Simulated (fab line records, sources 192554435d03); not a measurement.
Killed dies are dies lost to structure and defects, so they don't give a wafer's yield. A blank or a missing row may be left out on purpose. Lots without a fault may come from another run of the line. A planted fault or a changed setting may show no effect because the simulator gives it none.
One fault seen from 2 desks | flow n5_finfet | each desk has only its own numbers; what lay behind them comes last

THE METROLOGY DESK
What the gauges read, lot by lot, whatever tool the lot ran on: means of the sampled wafers that have a number. A lot is out of limits, marked OUT, if its mean lies more than 4 standard deviations from the usual mean; the brackets give that distance.
Columns: A = cd_nm at N5_PASSIVATION_CD_MEAS_10, usual 3000.2 nm
lot  | first seen here | A
L506 | day 11 17:16    | 3002.4
L507 | day 12 04:52    | 2997.3
L508 | day 12 05:46    | 2997.5
L509 | day 12 09:01    | 3000.0
L512 | day 13 02:19    | 2999.6
L514 | day 13 19:02    | 2997.7
L521 | day 15 15:31    | 3000.4
L523 | day 16 05:57    | 2998.8
L524 | day 16 06:53    | 3002.2
L525 | day 16 17:46    | 3003.9
L527 | day 17 00:25    | 2997.9
L528 | day 17 14:55    | 3002.1
This desk's finding: nothing out of limits on any of the 12 lots.

THE TOOL OWNER'S DESK: wet_bench-04
The tool's own readings at N5_DUMMY_REMOVAL_PRECLEAN_04 (cleans in DHF, time 37 s): means of the sampled wafers that have a number, for each lot that ran on this tool. A lot is out of limits, marked OUT, if its mean lies more than 4 standard deviations from the usual mean; the brackets give that distance.
Columns: A = temp_c at N5_DUMMY_REMOVAL_PRECLEAN_04, usual 25.00 C
lot  | first seen here | A
L507 | day 4 09:04     | 25.00
L509 | day 4 21:19     | 25.03
L514 | day 6 01:10     | 25.05
L523 | day 8 04:10     | 25.05
This desk's finding: nothing out of limits on any of the 4 lots.

PUT TOGETHER
The metrology desk saw nothing out of limits.
The tool owner's desk saw nothing out of limits.

WHAT THE SIMULATOR HAD PUT IN
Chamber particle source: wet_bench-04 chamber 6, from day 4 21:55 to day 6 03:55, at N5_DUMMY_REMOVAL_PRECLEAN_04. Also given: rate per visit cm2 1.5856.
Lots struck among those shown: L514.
